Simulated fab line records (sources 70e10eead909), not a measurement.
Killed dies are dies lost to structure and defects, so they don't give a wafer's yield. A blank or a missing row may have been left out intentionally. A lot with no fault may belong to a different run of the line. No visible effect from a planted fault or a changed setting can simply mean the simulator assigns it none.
Which of the tools did it?	flow nand harc	Sampling: 11 lots, 33 wafers, 4 of 1302 route steps

## WHAT THE GAUGES SHOWED, per wafer
NHARC_A_ONON_D1_THK_MEAS_02: measures by ellipsometry.
lot	measured	on	thk nm (nm)
L742	day 9 07:07	film metro-02	1000 1000 999
L741	day 9 07:05	film metro-01	998 998 995
L743	day 9 21:11	film metro-02	994 995 995
L744	day 10 05:03	film metro-01	992 990 992
L745	day 10 16:02	film metro-02	998 998 998
L751	day 13 18:35	film metro-02	833 998 835
L755	day 14 22:02	film metro-01	827 993 828
L756	day 15 07:34	film metro-01	1008 1006 1007
L758	day 15 22:09	film metro-01	1006 1005 1005
L760	day 16 16:25	film metro-01	996 996 997
L761	day 17 11:33	film metro-01	1021 1022 1020

## WHICH TOOL RAN EACH LOT (tool, then ch and the chambers of the sampled wafers, then the start)
lot	NHARC_P_BONDPAD_ETCH_24	NHARC_A_ZERO_WELL_DESCUM_12	NHARC_A_ONON_D1_DEP_00
L742	rie diel-12 ch 1,2,3, day 8 06:50 or earlier	rie diel-13 ch 1,2,3, day 8 06:50	pecvd onon-03 ch 0, day 9 06:43
L741	rie diel-04 ch 0,2,3, day 8 07:49 or earlier	rie diel-13 ch 1,2,3, day 8 07:49	pecvd onon-02 ch 0, day 9 06:38
L743	rie diel-12 ch 0,1,3, day 8 22:25 or earlier	rie diel-02 ch 0,2, day 8 22:25	pecvd onon-01 ch 0, day 9 20:47
L744	rie diel-12 ch 0,2,3, day 9 00:08	rie diel-02 ch 1,2, day 9 03:46	pecvd onon-01 ch 0, day 10 04:32
L745	rie diel-04 ch 0,1,2, day 9 13:26 or earlier	rie diel-09 ch 0,1,2, day 9 13:26	pecvd onon-02 ch 0, day 10 15:35
L751	rie diel-10 ch 0,1,3, day 12 21:46 or earlier	rie diel-02 ch 0,1,2, day 12 21:46	pecvd onon-01 ch 0, day 13 18:04
L755	rie diel-10 ch 0,2, day 13 21:51 or earlier	rie diel-02 ch 0,3, day 13 21:51	pecvd onon-01 ch 0, day 14 21:31
L756	rie diel-10 ch 1,2,3, day 14 06:46 or earlier	rie diel-02 ch 1,2,3, day 14 06:46	pecvd onon-02 ch 0, day 15 07:04
L758	rie diel-10 ch 0,1, day 14 23:58 or earlier	rie diel-02 ch 0,2,3, day 14 23:58	pecvd onon-02 ch 0, day 15 21:38
L760	rie diel-12 ch 0,1, day 15 18:31 or earlier	rie diel-09 ch 0,1,3, day 15 18:31	pecvd onon-03 ch 0, day 16 16:02
L761	rie diel-12 ch 0,2,3, day 16 08:38 or earlier	rie diel-02 ch 1,3, day 16 08:38	pecvd onon-02 ch 0, day 17 11:02
- NHARC_P_BONDPAD_ETCH_24: etches the open film in CF4/N2, target depth 30 nm, time 72.99 s.
- NHARC_A_ZERO_WELL_DESCUM_12: chemistry O2, time 3 s.
- NHARC_A_ONON_D1_DEP_00: target thk 1000 nm.

## THE ANSWER, worked out from the rows above alone
Rule: the lots themselves supply what counts as usual. The widest of any qualifying gaps counts: lots, ordered by their means at a reading, are off when they make up no more than a third of the lots, leave a main group of 4 or more, and stand apart from it by 3 or more times the standard deviation of that group's means. Not used: any main group whose means are identical at the precision the tables above print for the reading. Also off: a lot with no number at a reading for which 4 or more lots have one. Any other lot the step has rows for is counted as sound.
Off: L751, L755, at NHARC_A_ONON_D1_THK_MEAS_02 (thk nm). Main group: mean 1001 nm, sd 8.4.
A tool fits if, at a process step before that reading, it ran every lot that is off, and no sound lot after the first of them. Those tools and the gauges at NHARC_A_ONON_D1_THK_MEAS_02 are tried in the same way. NHARC_P_BONDPAD_ETCH_24 gives no start for some lots, so the hours and the order of its lots are those of NHARC_A_ZERO_WELL_DESCUM_12. One candidate fits, namely pecvd onon-01 at NHARC_A_ONON_D1_DEP_00. Its last sound lot is L744 (day 10 04:32), its first lot that is off L751 (day 13 18:04): a fault that began between those two fits.

## WHAT THE SIMULATOR HAD PUT IN
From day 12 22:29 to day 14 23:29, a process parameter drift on pecvd onon-01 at NHARC_A_ONON_D1_DEP_00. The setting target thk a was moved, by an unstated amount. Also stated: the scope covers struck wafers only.
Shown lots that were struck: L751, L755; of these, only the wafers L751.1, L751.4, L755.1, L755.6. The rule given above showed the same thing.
